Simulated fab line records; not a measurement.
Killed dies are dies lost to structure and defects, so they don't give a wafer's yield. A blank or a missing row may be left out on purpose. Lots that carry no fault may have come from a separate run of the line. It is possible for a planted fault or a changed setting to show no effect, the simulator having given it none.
Split-lot experiment || flow n5_finfet || on a route of 1938 steps: 7 lots, 39 wafers read

== THE SPLIT ITSELF ==
At N5_BEOL_M12_TRENCH_ETCH_34 (etches SiOC in C4F8/O2/Ar, target depth 318.95 nm, time 125.5 s), the setting time_s was moved away from the recipe's 125.5 s on 18 of the 39 wafers read, by -56.5% to +38.6%. For the rest of the wafers, this setting stayed at what the recipe calls for.

== FROM THE SPLIT TO THE READING: what the file shows between them, 10 steps ==
- N5_BEOL_M12_STRIP_70: strips in C4F8/O2/Ar
- N5_BEOL_M12_OCD_MEAS_35
- N5_BEOL_M12_STRIP_37: strips in N2/H2
- N5_BEOL_M12_ETCH_38: etches SiCN in CF4/N2, target depth 68.7 nm, time 73.4 s
- N5_BEOL_M12_ECD_47: material Cu, target thk 720 nm
- N5_BEOL_M12_ANNEAL_48: time 90 s
- N5_BEOL_M12_CMP_49: polishes, stops on SiOC, t overpolish 20.6 s, target thk 320 nm
- N5_BEOL_M12_THK_MEAS_50: measures by xrf
- N5_BEOL_M12_PRE_CLEAN_52: time 15 s
- N5_BEOL_M12_DEP_53: deposits SiCN from 3MS/NH3, target thk 30 nm, time 10.5 s

== THE READING ==
M12_RS in ohm/sq, measured at N5_BEOL_M12_RS_MEAS_54 by four-point-probe. A value of 0.0599 ohm/sq with a standard deviation of 0.00074 ohm/sq is what fault-free wafers of this fab line usually give.

{"wafer": "L076.1", "tool, chamber at the split": "rie_diel-06, 2", "time_s as run, s": 125.5, "against the recipe": "recipe", "M12_RS, ohm/sq": 0.0586, "against lot-mates on the recipe": "-"}
{"wafer": "L076.2", "tool, chamber at the split": "rie_diel-06, 1", "time_s as run, s": 173.9, "against the recipe": "+38.6%", "M12_RS, ohm/sq": 0.0425, "against lot-mates on the recipe": -0.0168}
{"wafer": "L076.3", "tool, chamber at the split": "rie_diel-06, 0", "time_s as run, s": 173.9, "against the recipe": "+38.6%", "M12_RS, ohm/sq": 0.0428, "against lot-mates on the recipe": -0.0165}
{"wafer": "L076.4", "tool, chamber at the split": "rie_diel-06, 1", "time_s as run, s": 125.5, "against the recipe": "recipe", "M12_RS, ohm/sq": 0.0603, "against lot-mates on the recipe": "-"}
{"wafer": "L076.5", "tool, chamber at the split": "rie_diel-06, 0", "time_s as run, s": 173.9, "against the recipe": "+38.6%", "M12_RS, ohm/sq": 0.0427, "against lot-mates on the recipe": -0.0166}
{"wafer": "L076.6", "tool, chamber at the split": "rie_diel-06, 2", "time_s as run, s": 125.5, "against the recipe": "recipe", "M12_RS, ohm/sq": 0.0591, "against lot-mates on the recipe": "-"}
{"wafer": "L080.1", "tool, chamber at the split": "rie_diel-01, 2", "time_s as run, s": 70.65, "against the recipe": "-43.7%", "M12_RS, ohm/sq": 0.1099, "against lot-mates on the recipe": "+0.0498"}
{"wafer": "L080.2", "tool, chamber at the split": "rie_diel-01, 1", "time_s as run, s": 125.5, "against the recipe": "recipe", "M12_RS, ohm/sq": 0.0603, "against lot-mates on the recipe": "-"}
{"wafer": "L080.3", "tool, chamber at the split": "rie_diel-01, 3", "time_s as run, s": 125.5, "against the recipe": "recipe", "M12_RS, ohm/sq": 0.0598, "against lot-mates on the recipe": "-"}
{"wafer": "L080.4", "tool, chamber at the split": "rie_diel-01, 0", "time_s as run, s": 125.5, "against the recipe": "recipe", "M12_RS, ohm/sq": 0.0602, "against lot-mates on the recipe": "-"}
{"wafer": "L080.5", "tool, chamber at the split": "rie_diel-01, 3", "time_s as run, s": 70.65, "against the recipe": "-43.7%", "M12_RS, ohm/sq": 0.1099, "against lot-mates on the recipe": "+0.0498"}
{"wafer": "L080.6", "tool, chamber at the split": "rie_diel-01, 2", "time_s as run, s": 70.65, "against the recipe": "-43.7%", "M12_RS, ohm/sq": 0.1083, "against lot-mates on the recipe": "+0.0482"}
{"wafer": "L082.1", "tool, chamber at the split": "rie_diel-05, 0", "time_s as run, s": 57.2, "against the recipe": "-54.4%", "M12_RS, ohm/sq": 0.1377, "against lot-mates on the recipe": "+0.0783"}
{"wafer": "L082.2", "tool, chamber at the split": "rie_diel-05, 2", "time_s as run, s": 57.2, "against the recipe": "-54.4%", "M12_RS, ohm/sq": 0.1321, "against lot-mates on the recipe": "+0.0727"}
{"wafer": "L082.3", "tool, chamber at the split": "rie_diel-05, 3", "time_s as run, s": 125.5, "against the recipe": "recipe", "M12_RS, ohm/sq": 0.0600, "against lot-mates on the recipe": "-"}
{"wafer": "L082.4", "tool, chamber at the split": "rie_diel-05, 1", "time_s as run, s": 57.2, "against the recipe": "-54.4%", "M12_RS, ohm/sq": 0.1379, "against lot-mates on the recipe": "+0.0785"}
{"wafer": "L082.5", "tool, chamber at the split": "rie_diel-05, 1", "time_s as run, s": 125.5, "against the recipe": "recipe", "M12_RS, ohm/sq": 0.0588, "against lot-mates on the recipe": "-"}
{"wafer": "L082.6", "tool, chamber at the split": "rie_diel-05, 0", "time_s as run, s": 125.5, "against the recipe": "recipe", "M12_RS, ohm/sq": 0.0594, "against lot-mates on the recipe": "-"}
{"wafer": "L085.2", "tool, chamber at the split": "rie_diel-01, 1", "time_s as run, s": 125.5, "against the recipe": "recipe", "M12_RS, ohm/sq": 0.0604, "against lot-mates on the recipe": "-"}
{"wafer": "L085.4", "tool, chamber at the split": "rie_diel-01, 0", "time_s as run, s": 125.5, "against the recipe": "recipe", "M12_RS, ohm/sq": 0.0595, "against lot-mates on the recipe": "-"}
{"wafer": "L085.5", "tool, chamber at the split": "rie_diel-01, 2", "time_s as run, s": 125.5, "against the recipe": "recipe", "M12_RS, ohm/sq": 0.0590, "against lot-mates on the recipe": "-"}
{"wafer": "L088.1", "tool, chamber at the split": "rie_diel-01, 1", "time_s as run, s": 125.5, "against the recipe": "recipe", "M12_RS, ohm/sq": 0.0604, "against lot-mates on the recipe": "-"}
{"wafer": "L088.2", "tool, chamber at the split": "rie_diel-01, 3", "time_s as run, s": 54.58, "against the recipe": "-56.5%", "M12_RS, ohm/sq": 0.1429, "against lot-mates on the recipe": "+0.0834"}
{"wafer": "L088.3", "tool, chamber at the split": "rie_diel-01, 0", "time_s as run, s": 54.58, "against the recipe": "-56.5%", "M12_RS, ohm/sq": 0.1443, "against lot-mates on the recipe": "+0.0848"}
{"wafer": "L088.4", "tool, chamber at the split": "rie_diel-01, 2", "time_s as run, s": 54.58, "against the recipe": "-56.5%", "M12_RS, ohm/sq": 0.1454, "against lot-mates on the recipe": "+0.0859"}
{"wafer": "L088.5", "tool, chamber at the split": "rie_diel-01, 3", "time_s as run, s": 125.5, "against the recipe": "recipe", "M12_RS, ohm/sq": 0.0590, "against lot-mates on the recipe": "-"}
{"wafer": "L088.6", "tool, chamber at the split": "rie_diel-01, 0", "time_s as run, s": 125.5, "against the recipe": "recipe", "M12_RS, ohm/sq": 0.0592, "against lot-mates on the recipe": "-"}
{"wafer": "L091.1", "tool, chamber at the split": "rie_diel-06, 2", "time_s as run, s": 63.81, "against the recipe": "-49.2%", "M12_RS, ohm/sq": 0.1246, "against lot-mates on the recipe": "+0.0645"}
{"wafer": "L091.2", "tool, chamber at the split": "rie_diel-06, 3", "time_s as run, s": 125.5, "against the recipe": "recipe", "M12_RS, ohm/sq": 0.0597, "against lot-mates on the recipe": "-"}
{"wafer": "L091.3", "tool, chamber at the split": "rie_diel-06, 0", "time_s as run, s": 63.81, "against the recipe": "-49.2%", "M12_RS, ohm/sq": 0.1249, "against lot-mates on the recipe": "+0.0648"}
{"wafer": "L091.4", "tool, chamber at the split": "rie_diel-06, 2", "time_s as run, s": 125.5, "against the recipe": "recipe", "M12_RS, ohm/sq": 0.0605, "against lot-mates on the recipe": "-"}
{"wafer": "L091.5", "tool, chamber at the split": "rie_diel-06, 3", "time_s as run, s": 125.5, "against the recipe": "recipe", "M12_RS, ohm/sq": 0.0602, "against lot-mates on the recipe": "-"}
{"wafer": "L091.6", "tool, chamber at the split": "rie_diel-06, 0", "time_s as run, s": 63.81, "against the recipe": "-49.2%", "M12_RS, ohm/sq": 0.1244, "against lot-mates on the recipe": "+0.0643"}
{"wafer": "L097.1", "tool, chamber at the split": "rie_diel-06, 1", "time_s as run, s": 64.72, "against the recipe": "-48.4%", "M12_RS, ohm/sq": 0.1223, "against lot-mates on the recipe": "+0.0628"}
{"wafer": "L097.2", "tool, chamber at the split": "rie_diel-06, 2", "time_s as run, s": 125.5, "against the recipe": "recipe", "M12_RS, ohm/sq": 0.0589, "against lot-mates on the recipe": "-"}
{"wafer": "L097.3", "tool, chamber at the split": "rie_diel-06, 3", "time_s as run, s": 64.72, "against the recipe": "-48.4%", "M12_RS, ohm/sq": 0.1189, "against lot-mates on the recipe": "+0.0594"}
{"wafer": "L097.4", "tool, chamber at the split": "rie_diel-06, 0", "time_s as run, s": 125.5, "against the recipe": "recipe", "M12_RS, ohm/sq": 0.0604, "against lot-mates on the recipe": "-"}
{"wafer": "L097.5", "tool, chamber at the split": "rie_diel-06, 0", "time_s as run, s": 64.72, "against the recipe": "-48.4%", "M12_RS, ohm/sq": 0.1217, "against lot-mates on the recipe": "+0.0622"}
{"wafer": "L097.6", "tool, chamber at the split": "rie_diel-06, 3", "time_s as run, s": 125.5, "against the recipe": "recipe", "M12_RS, ohm/sq": 0.0592, "against lot-mates on the recipe": "-"}

THE FIT
A straight line over all 39 wafers: M12_RS changes by -0.00117 ohm/sq for each +1% of time_s; r = -0.97; the points scatter about the line by 0.009 ohm/sq.
The same after taking each lot's own level away (the mean of its wafers on the recipe; 39 wafers): -0.00117 ohm/sq for each +1%; r = -0.97; scatter 0.0091 ohm/sq.
The reading moves by 0.066 ohm/sq for the largest change in time_s, on that fit.
From 0.05933 to 0.06013 ohm/sq: that is the span of the lots' own levels, equal to 1.1 times the standard deviation above.
Hence the lot-to-lot level has little effect on the slope; both slopes agree.
Check: with one of the wafers moved furthest among these (-56.5%) left out of the fit, the line predicts +0.0705 ohm/sq for it against its lot-mates. Against them it came out at +0.0834 ohm/sq.

== THESE WAFERS: OTHER SPLITS ==
Note: prior to the reading, these wafers also went through further splits. Each is held against what the fit with the lots' levels taken away leaves over:
{"other split on the same wafers": "N5_BEOL_M11_ILD_DEP_00 time_s", "wafers away from the commonest value": 12, "r with M12_RS (lot level and that fit taken away)": "+0.04"}

== THE WHOLE CHAIN: every reading that the file lists as answering this split, in the file's order ==
{"step": "N5_BEOL_M12_TRENCH_ETCH_34", "what it does": "etches SiOC in C4F8/O2/Ar, target depth 318.95 nm, time 125.5 s", "reading": "etch.depth_nm (the simulator's own value, which no gauge read)", "change (the file's fit)": "+3.19 nm for each +1% of the setting", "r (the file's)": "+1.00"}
{"step": "N5_BEOL_M12_OCD_MEAS_35", "what it does": "", "reading": "trench_depth_nm", "change (the file's fit)": "+3.2 nm for each +1% of the setting", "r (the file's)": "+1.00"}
{"step": "N5_BEOL_M12_CMP_49", "what it does": "polishes, stops on SiOC, t overpolish 20.6 s, target thk 320 nm", "reading": "Cu_of_BEOL_M12_ECD_47.thk_nm (the simulator's own value, which no gauge read)", "change (the file's fit)": "+3.2 nm for each +1% of the setting", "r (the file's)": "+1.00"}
{"step": "N5_BEOL_M12_THK_MEAS_50", "what it does": "measures by xrf", "reading": "M12_THK", "change (the file's fit)": "+3.18 for each +1% of the setting", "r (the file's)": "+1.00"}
{"step": "N5_BEOL_M12_RS_MEAS_54", "what it does": "measures by four-point-probe", "reading": "M12_RS", "change (the file's fit)": "-0.00125 for each +1% of the setting", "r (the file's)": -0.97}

== THE FILE'S OWN FIT ==
M12_RS changes by -0.00125 ohm/sq for each +1% of time_s, r = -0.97.
